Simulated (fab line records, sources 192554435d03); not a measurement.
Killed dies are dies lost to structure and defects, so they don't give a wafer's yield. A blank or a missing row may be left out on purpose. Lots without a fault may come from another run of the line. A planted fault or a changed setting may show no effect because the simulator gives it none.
fab line records | flow n5_finfet
record lots=10 wafers=28 last_day=18
route steps=1938 shown BEOL_M6@1231 PASSIVATION@1936
lots that met no fault: from a run of the same line without faults
start_h: hours from the record's first day to the start of the lot's first wafer shown | wait_h: hours since the lot's step before | " the same as in the row above | L1.1+2: a row that stands for several wafers | - no value, or no start given | * or withheld: withheld | < > ~ a bound
route shown NAME@n: a module of which the file shows steps, and the number in the route of the first | usual: mean/standard deviation of fault-free wafers | same: alike in all rows | chamber/n: place in a boat | sites: the reading at each site | _std_site: their standard deviation | _edge_site: outer sites' mean less inner sites' | radius_mm: how far each site lies from the wafer's centre | mask NAME#n: copy n | behind: the tool/chamber that last shaped the wafer | hold: why the lot was held/for how many hours/how that ended | device: the transistor (n, p or np) that didn't switch | end of line: the same wafers' tests at the end of the route | a step without rows: its recipe alone | killed: dies lost to structure and defects at the first sort, not the wafer's yield | map: a wafer's dies, x killed, . not, _ none there
set.NAME: the setting as run; set.NAME@STEP: as run at that earlier step | model.NAME: the simulator's own value behind a step, which no gauge read
steps of the route over a sample of lots; a table a step, a row a wafer
services: from which hour (start_h, from the record's first day; less than 0 if before it) a tool's chamber was out of use, for how many hours, and why
## steps
# step N5_BEOL_M6_ETCH_72
# recipe chemistry=N2/H2 target=underlayer target_depth_a=65 mask_material=CAR-EUV time_s=5.2 ion_energy_ev=200 pressure_mtorr=30 source_w=840 bias_w=150 n2_flow_sccm=200 h2_flow_sccm=200 ends=cleared
# usual drypump_motor_current_A=5.7/0.43 etch_rf_on_time_s=5.18/0.16 oes_product_au=0.68/0.088 rf_fwd_power_W=819.3/2.6 rf_vpp_V=523/3.2 showerhead_plenum_p_Torr=2.52/0.1 throttle_valve_pct=17.78/0.29
# columns lot.wafer tool chamber start_h wait_h drypump_motor_current_A etch_rf_on_time_s oes_product_au rf_fwd_power_W rf_hours_counter_h rf_vpp_V showerhead_plenum_p_Torr throttle_valve_pct
L424.2 rie_diel-04 1 177.03 0.0 5.2 5.35 0.61 815.8 186 520 2.43 17.48
L424.4 " 3 " " 5.4 5.10 0.76 818.6 32 522 2.48 17.33
L424.6 " 2 " " 5.9 5.27 0.63 819.7 - 526 2.65 18.10
L425.1 rie_diel-05 0 195.47 0.0 5.7 5.17 0.58 821.5 253 519 2.37 17.92
L425.4 " 1 " " 6.1 5.18 0.73 818.3 - 523 2.51 17.68
L425.5 " 0 " " 5.7 5.18 0.58 821.9 - 521 2.37 17.86
L427.1 rie_diel-06 3 204.44 0.0 6.5 4.91 0.75 815.4 62 522 2.47 17.81
L427.5 " 3 " " 6.5 4.88 0.74 816.2 - 521 2.48 17.79
L427.6 " 1 " " 6.0 4.97 0.60 822.5 - 524 2.50 18.22
L428.1 rie_diel-04 2 207.95 0.0 5.8 5.29 0.61 818.3 189 527 2.64 18.10
L428.2 " 1 " " 5.2 5.45 0.59 817.0 198 521 2.42 17.50
L428.3 " 3 " " 5.3 5.15 0.75 818.1 44 522 2.48 17.36
L430.1 rie_diel-06 3 228.01 0.0 6.5 4.94 0.73 813.4 73 520 2.47 17.81
L430.2 " 1 " " 6.0 5.00 0.59 822.5 258 522 2.49 18.23
L430.5 " 2 " " 5.5 5.27 0.59 821.0 - 520 2.43 18.24
L432.2 rie_diel-05 1 234.19 0.0 6.1 5.09 0.70 815.5 67 520 2.50 17.72
L432.4 " 3 " " 5.7 5.21 0.84 820.3 1 523 2.52 18.04
L432.6 " 2 " " 5.1 5.37 0.58 822.0 - 524 2.63 17.80
L433.2 rie_diel-05 0 237.70 0.0 5.7 5.08 0.80 816.7 7 527 2.69 17.42
L433.3 " 1 " " 6.1 5.09 0.71 819.9 68 522 2.50 17.73
L433.4 " 2 " " 5.1 5.32 0.58 820.8 232 525 2.63 17.79
L439.3 rie_diel-04 3 289.00 0.0 5.4 5.12 0.71 822.9 76 522 2.46 17.42
L439.4 " 1 " " 5.2 5.49 0.58 819.9 227 520 2.41 17.54
L439.6 " 0 " " 5.6 5.31 0.77 818.7 - 530 2.71 17.59
L445.1 rie_diel-04 2 336.28 0.0 5.8 5.32 0.57 819.9 232 527 2.63 18.16
L445.3 " 3 " " 5.3 5.04 0.69 824.0 92 522 2.45 17.44
L446.1 rie_diel-04 3 345.36 0.0 5.3 5.12 0.69 818.6 96 522 2.45 17.44
L446.6 " 1 " " 5.3 5.43 0.56 817.3 - 519 2.40 17.58
# step N5_BEOL_M6_ETCH_65
# recipe chemistry=CF4 target=SiARC target_depth_a=156 mask_material=CAR-EUV time_s=26 ion_energy_ev=80 pressure_mtorr=40 source_w=545 bias_w=36 Ar_flow_sccm=100 cf4_flow_sccm=100 ends=cleared
# usual drypump_motor_current_A=5.7/0.43 etch_rf_on_time_s=25.9/0.83 oes_product_au=0.68/0.088 rf_fwd_power_W=531.7/1.7 rf_vpp_V=183.7/1.3 showerhead_plenum_p_Torr=2.12/0.086 throttle_valve_pct=15.50/0.25
# columns lot.wafer tool chamber start_h wait_h drypump_motor_current_A etch_rf_on_time_s oes_product_au rf_fwd_power_W rf_hours_counter_h rf_vpp_V showerhead_plenum_p_Torr throttle_valve_pct
L424.2 rie_diel-04 1 177.05 0.0 5.2 26.5 0.61 529.4 186 184.1 2.05 15.38
L424.4 " 3 " " 5.4 25.5 0.77 531.9 32 183.6 2.09 15.16
L424.6 " 2 " " 5.8 26.1 0.62 531.4 - 184.9 2.21 15.72
L425.1 rie_diel-05 0 195.49 0.0 5.7 26.1 0.57 530.2 253 182.5 2.03 15.89
L425.4 " 1 " " 6.1 25.6 0.73 531.0 - 183.3 2.09 15.25
L425.5 " 0 " " 5.7 26.3 0.58 531.1 - 182.2 2.03 15.90
L427.1 rie_diel-06 3 204.45 0.0 6.5 24.1 0.75 534.6 62 185.0 2.06 15.33
L427.5 " 3 " " 6.5 24.1 0.75 533.7 - 183.1 2.06 15.34
L427.6 " 1 " " 6.0 25.2 0.59 527.9 - 183.7 2.10 16.01
L428.1 rie_diel-04 2 207.96 0.0 5.8 25.9 0.62 529.3 189 185.8 2.20 15.74
L428.2 " 1 " " 5.2 26.4 0.60 531.9 198 183.9 2.05 15.42
L428.3 " 3 " " 5.4 25.3 0.74 532.5 44 182.9 2.09 15.18
L430.1 rie_diel-06 3 228.03 0.0 6.5 24.8 0.74 532.8 73 182.9 2.05 15.38
L430.2 " 1 " " 6.0 25.1 0.59 530.5 259 184.5 2.10 16.04
L430.5 " 2 " " 5.5 27.1 0.58 531.1 - 182.4 2.02 15.74
L432.2 rie_diel-05 1 234.20 0.0 6.1 25.7 0.71 532.7 67 183.8 2.09 15.29
L432.4 " 3 " " 5.6 26.2 0.84 531.3 1 183.7 2.12 15.45
L432.6 " 2 " " 5.1 26.8 0.58 531.4 - 183.8 2.22 15.68
L433.2 rie_diel-05 0 237.72 0.0 5.7 25.7 0.79 531.2 7 186.6 2.28 15.37
L433.3 " 1 " " 6.0 25.5 0.71 528.9 68 183.9 2.09 15.29
L433.4 " 2 " " 5.1 26.4 0.59 532.5 232 183.9 2.22 15.68
L439.3 rie_diel-04 3 289.01 0.0 5.3 25.7 0.71 534.3 76 182.5 2.08 15.23
L439.4 " 1 " " 5.3 27.3 0.58 530.9 227 184.0 2.04 15.47
L439.6 " 0 " " 5.6 26.9 0.77 528.3 - 186.1 2.28 15.17
L445.1 rie_diel-04 2 336.29 0.0 5.8 26.1 0.59 530.5 232 183.5 2.19 15.82
L445.3 " 3 " " 5.3 25.3 0.70 531.8 92 183.2 2.07 15.27
L446.1 rie_diel-04 3 345.38 0.0 5.4 25.6 0.69 532.9 96 183.2 2.07 15.27
L446.6 " 1 " " 5.2 27.3 0.57 531.2 - 182.4 2.03 15.50
# step N5_BEOL_M6_VIA_ETCH_34
# recipe chemistry=C4F6/O2 target=SiCOH_lowk target_depth_a=1263 mask_material=SOC taper_deg=4 time_s=50.9 ion_energy_ev=250 pressure_mtorr=30 source_w=345 bias_w=185 Ar_flow_sccm=300 C4F6_flow_sccm=10 O2_flow_sccm=10
# usual O2_flow_sccm=10.000/0.029 drypump_motor_current_A=5.7/0.42 oes_o_777_au=0.82/0.098 oes_product_au=0.79/0.1 rf_fwd_power_W=341.1/1.3 rf_vpp_V=659/15 run_length_s=74.0/0.43 showerhead_plenum_p_Torr=2.81/0.12 throttle_valve_pct=20.76/0.21
# columns lot.wafer tool chamber start_h wait_h O2_flow_sccm drypump_motor_current_A oes_o_777_au oes_product_au rf_fwd_power_W rf_hours_counter_h rf_vpp_V run_length_s showerhead_plenum_p_Torr throttle_valve_pct
L424.2 rie_diel-04 1 177.18 0.0 9.991 5.2 0.77 0.71 341.1 186 653 73.7 2.70 20.38
L424.4 " 3 " " 9.957 5.3 0.89 0.89 341.0 32 658 73.8 2.81 20.57
L424.6 " 2 " " 9.985 5.8 0.76 0.73 339.6 - 652 73.6 2.94 20.94
L425.1 rie_diel-05 0 195.62 0.0 10.052 5.7 0.69 0.68 340.7 253 677 73.4 2.70 21.21
L425.4 " 1 " " 9.969 6.1 0.90 0.84 338.4 - 658 73.9 2.80 20.66
L425.5 " 0 " " 10.034 5.7 0.68 0.67 340.5 - 676 73.5 2.70 21.20
L427.1 rie_diel-06 3 204.58 0.0 9.999 6.4 0.91 0.86 342.5 63 631 73.8 2.73 20.57
L427.5 " 3 " " 9.993 6.4 0.92 0.88 342.3 - 629 74.1 2.73 20.56
L427.6 " 1 " " 9.997 6.0 0.73 0.70 342.0 - 668 74.7 2.77 21.11
L428.1 rie_diel-04 2 208.09 0.0 9.962 5.8 0.75 0.72 335.6 189 650 73.5 2.93 20.98
L428.2 " 1 " " 9.997 5.2 0.75 0.70 341.5 198 653 73.8 2.70 20.39
L428.3 " 3 " " 10.011 5.4 0.88 0.87 342.2 45 658 74.1 2.80 20.59
L430.1 rie_diel-06 3 228.16 0.0 9.954 6.4 0.90 0.85 342.3 73 628 74.0 2.73 20.59
L430.2 " 1 " " 10.019 6.0 0.72 0.69 340.7 259 668 74.4 2.77 21.13
L430.5 " 2 " " 10.076 5.4 0.69 0.69 341.4 - 686 74.9 2.67 20.82
L432.2 rie_diel-05 1 234.33 0.0 10.011 6.1 0.87 0.84 340.1 67 657 74.1 2.79 20.69
L432.4 " 3 " " 10.018 5.6 0.99 0.99 343.6 1 640 74.5 2.83 20.96
L432.6 " 2 " " 10.019 5.1 0.70 0.69 341.1 - 661 74.7 2.95 20.91
L433.2 rie_diel-05 0 237.85 0.0 9.992 5.7 0.93 0.93 342.6 7 689 73.3 3.04 20.77
L433.3 " 1 " " 9.993 6.1 0.86 0.82 340.4 69 658 74.3 2.79 20.70
L433.4 " 2 " " 9.996 5.1 0.69 0.68 342.4 232 659 74.3 2.95 20.89
L439.3 rie_diel-04 3 289.14 0.0 10.012 5.3 0.83 0.84 341.8 76 656 73.8 2.79 20.64
L439.4 " 1 " " 10.052 5.2 0.73 0.68 341.5 227 652 74.3 2.68 20.44
L439.6 " 0 " " 10.000 5.6 0.92 0.90 341.0 - 663 73.8 3.05 20.63
L445.1 rie_diel-04 2 336.42 0.0 9.983 5.8 0.72 0.68 342.3 232 650 77.7 2.91 21.03
L445.3 " 3 " " 10.070 5.3 0.82 0.81 342.9 92 658 77.7 2.78 20.65
L446.1 rie_diel-04 3 345.51 0.0 10.060 5.4 0.82 0.80 342.6 96 657 77.8 2.78 20.66
L446.6 " 1 " " 10.028 5.2 0.72 0.66 341.4 - 652 74.1 2.67 20.48
# step N5_BEOL_M6_CD_MEAS_35
# recipe target_cd_nm=40 target_cd_y_nm=28 polarity=opening
# usual cd_nm=40.4/0.59
# columns lot.wafer tool chamber start_h wait_h cd_nm
L424.2 cd_sem-01 - 177.58 0.0 40.3
L424.4 " - " " 40.4
L424.6 " - " " 40.9
L425.1 cd_sem-03 - 196.02 0.0 40.3
L425.4 " - " " 40.7
L425.5 " - " " 39.4
L427.1 cd_sem-01 - 204.98 0.0 40.3
L427.5 " - " " 40.9
L427.6 " - " " 40.7
L428.1 cd_sem-03 - 208.49 0.0 41.9
L428.2 " - " " 40.2
L428.3 " - " " 40.2
L430.1 cd_sem-01 - 228.56 0.0 38.9
L430.2 " - " " 40.8
L430.5 " - " " 39.1
L432.2 cd_sem-02 - 234.73 0.0 39.7
L432.4 " - " " 40.5
L432.6 " - " " 40.1
L433.2 cd_sem-03 - 238.27 0.0 40.3
L433.3 " - " " 40.9
L433.4 " - " " 39.3
L439.3 cd_sem-02 - 289.54 0.0 40.7
L439.4 " - " " 40.9
L439.6 " - " " 40.2
L445.1 cd_sem-03 - 336.83 0.0 40.1
L445.3 " - " " 40.6
L446.1 cd_sem-03 - 345.90 0.0 40.3
L446.6 " - " " 40.0
# step N5_PASSIVATION_PROBE_49
# usual defect_limited_yield=91.1/1.5 killed_at_M0_to_M3=37/11 killed_at_M4_up=13/5.6 killed_at_contacts=12/5.6 killed_at_front_end=39/11 killed_at_other=4/3.1 killed_dies=105/18 killed_open=69/13 killed_short=35/7.4 sort_bin_4_leakage=0.00/0.022 sort_bin_5_function=5.1/0.92 sort_bin_6_memory=3.4/0.76 sort_bin_8_speed=0.02/0.11 sort_n_pass=1075/18 sort_yield_pct=91.1/1.5
# same gross_dies=1180 killed_at_back_side=0
# columns lot.wafer tool chamber start_h wait_h defect_limited_yield[%] killed_at_M0_to_M3 killed_at_M4_up killed_at_contacts killed_at_front_end killed_at_other killed_dies killed_open killed_short sort_bin_4_leakage[%] sort_bin_5_function[%] sort_bin_6_memory[%] sort_bin_8_speed[%] sort_n_pass sort_yield_pct[%]
L427.1 prober-02 - 290.58 0.0 91.1 52 7 20 25 1 105 71 34 0 5.3 3.6 0 1075 91.1
L427.5 prober-02 - 290.78 0.2 92.5 33 11 12 27 6 89 55 33 0 4.3 2.7 0 1091 92.5
L427.6 prober-02 - 290.83 0.3 88.4 55 21 7 50 4 137 82 46 0 6.5 4.2 0 1043 88.4
L430.1 prober-02 - 310.29 0.0 93.0 24 10 15 31 3 83 60 22 0 4.5 2.4 0.34 1093 92.6
L430.2 prober-02 - 310.34 0.1 91.9 26 16 19 33 1 95 62 33 0 5.0 2.5 0 1085 91.9
L430.5 prober-02 - 310.49 0.2 91.8 29 14 14 39 1 97 64 33 0 4.8 3.1 0 1083 91.8
L445.1 prober-02 - 422.67 0.0 88.8 43 14 11 62 2 132 90 42 0 5.9 5.2 0 1048 88.8
L445.3 prober-02 - 422.77 0.1 88.9 53 11 17 45 5 131 86 45 0 5.9 4.7 0 1049 88.9
L446.1 prober-02 - 433.20 0.0 90.0 42 13 9 53 1 118 77 41 0 6.6 3.0 0 1062 90.0
L446.6 prober-02 - 433.45 0.3 88.1 60 20 10 49 1 140 88 51 0 5.8 5.7 0 1040 88.1
# killed by level:class
L427.1 MOL_CONTACT_COAG:geometric_particle:open=17 BEOL_M1:geometric_particle:open=13 BEOL_M3:geometric_particle:short=10 BEOL_M0_SAQP:geometric_particle:open=9 FIN_SAQP:geometric_particle:open=6 FIN_SAQP:geometric_particle:short=5 DUMMY_GATE:geometric_particle:open=5 BEOL_M2:geometric_particle:open=5
L427.5 MOL_CONTACT_COAG:geometric_particle:open=10 BEOL_M2:geometric_particle:open=9 BEOL_M4:geometric_particle:open=6 BEOL_M0_SAQP:geometric_particle:short=6 BEOL_M1:geometric_particle:open=6 STI_FIN_REVEAL:geometric_particle:open=5 BEOL_M3:geometric_particle:short=5 ILD0:geometric_particle:short=4
L427.6 BEOL_M1:geometric_particle:open=17 BEOL_M4:geometric_particle:open=12 BEOL_M0_SAQP:geometric_particle:open=8 HKMG_FIN:area_etch=8 FIN_SAQP:geometric_particle:open=7 STI_FIN_REVEAL:geometric_particle:open=7 BEOL_M0_SAQP:geometric_particle:short=7 BEOL_M4:geometric_particle:short=6
L430.1 MOL_CONTACT_COAG:geometric_particle:open=11 STI_FIN_REVEAL:geometric_particle:open=10 BEOL_M0_SAQP:geometric_particle:short=7 BEOL_M0_SAQP:geometric_particle:open=7 BEOL_M4:geometric_particle:open=7 FIN_SAQP:geometric_particle:open=5 BEOL_M2:geometric_particle:open=5 FIN_SAQP:geometric_particle:short=4
L430.2 MOL_CONTACT_COAG:geometric_particle:open=11 MOL_CONTACT_COAG:geometric_particle:short=8 BEOL_M4:geometric_particle:open=8 STI_FIN_REVEAL:geometric_particle:open=7 DUMMY_GATE:geometric_particle:open=7 FIN_SAQP:geometric_particle:open=6 BEOL_M3:geometric_particle:open=6 BEOL_M1:geometric_particle:open=5
L430.5 STI_FIN_REVEAL:geometric_particle:open=14 FIN_SAQP:geometric_particle:short=9 MOL_CONTACT_COAG:geometric_particle:open=9 BEOL_M3:geometric_particle:open=8 DUMMY_GATE:geometric_particle:open=5 MOL_CONTACT_COAG:geometric_particle:short=5 BEOL_M0_SAQP:geometric_particle:short=5 BEOL_M0_SAQP:geometric_particle:open=4
L445.1 STI_FIN_REVEAL:geometric_particle:open=18 FIN_SAQP:geometric_particle:open=16 FIN_SAQP:geometric_particle:short=10 BEOL_M0_SAQP:geometric_particle:open=10 BEOL_M0_SAQP:geometric_particle:short=9 MOL_CONTACT_COAG:geometric_particle:open=8 BEOL_M2:geometric_particle:open=7 STI_FIN_REVEAL:geometric_particle:short=5
L445.3 BEOL_M0_SAQP:geometric_particle:open=15 MOL_CONTACT_COAG:geometric_particle:open=13 BEOL_M2:geometric_particle:open=12 BEOL_M0_SAQP:geometric_particle:short=11 STI_FIN_REVEAL:geometric_particle:open=9 GATE_CUT:geometric_particle:short=8 FIN_SAQP:geometric_particle:open=7 DUMMY_GATE:geometric_particle:open=5
L446.1 FIN_SAQP:geometric_particle:open=14 BEOL_M0_SAQP:geometric_particle:short=12 BEOL_M0_SAQP:geometric_particle:open=11 FIN_SAQP:geometric_particle:short=9 BEOL_M3:geometric_particle:open=9 STI_FIN_REVEAL:geometric_particle:open=6 DUMMY_GATE:geometric_particle:open=6 GATE_CUT:geometric_particle:short=6
L446.6 BEOL_M0_SAQP:geometric_particle:open=18 FIN_SAQP:geometric_particle:short=12 BEOL_M0_SAQP:geometric_particle:short=12 BEOL_M3:geometric_particle:open=11 BEOL_M1:geometric_particle:open=10 FIN_SAQP:geometric_particle:open=9 STI_FIN_REVEAL:geometric_particle:open=8 BEOL_M4:geometric_particle:open=7
## services
# columns tool chamber start_h hours kind
rie_diel-05 1 183.09 9.7 repair
rie_diel-05 0 199.06 - clean
rie_diel-05 0 199.06 - consumable_replace:focus_ring
rie_diel-05 0 199.06 - consumable_replace:showerhead
rie_diel-05 0 199.06 18.2 scheduled_down
rie_diel-05 0 199.06 18.2 vent_cycle
rie_diel-04 0 205.22 - clean
rie_diel-04 0 205.22 - consumable_replace:focus_ring
rie_diel-04 0 205.22 - consumable_replace:showerhead
rie_diel-04 0 205.22 14.1 scheduled_down
rie_diel-04 0 205.22 14.1 vent_cycle
rie_diel-05 3 209.61 4.5 repair
rie_diel-05 3 217.52 - clean
rie_diel-05 3 217.52 - consumable_replace:focus_ring
rie_diel-05 3 217.52 14.1 scheduled_down
rie_diel-05 3 217.52 14.1 vent_cycle
rie_diel-05 0 223.81 5.5 repair
rie_diel-04 - 266.81 2.4 repair
rie_diel-06 - 267.21 0.6 repair
rie_diel-06 - 275.37 4.3 pm
rie_diel-06 2 294.86 13.9 repair
rie_diel-04 2 302.94 7.1 repair
rie_diel-04 2 310.68 4.4 repair
rie_diel-05 - 333.69 15.6 pm
## key
first_sign step=N5_BEOL_M6_VIA_ETCH_34 reading=run_length_s direction=up sigmas=8.8 usual=* struck=*
effect none on later readings
met_at N5_BEOL_M6_VIA_ETCH_34
struck_lots L445,L446
struck_wafers L445.1,L445.3,L446.1
not_acting_at N5_BEOL_M6_ETCH_72,N5_BEOL_M6_ETCH_65,N5_BEOL_M6_CD_MEAS_35
onset_between 289.14 336.42
fault kind=process_parameter_drift tool=rie_diel-04 chamber=- onset_h=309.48 steps=N5_BEOL_M6_VIA_ETCH_34 channel=time_s offset=* shape=step end_h=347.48 scope=struck_wafers_only acts_in=* stated=*
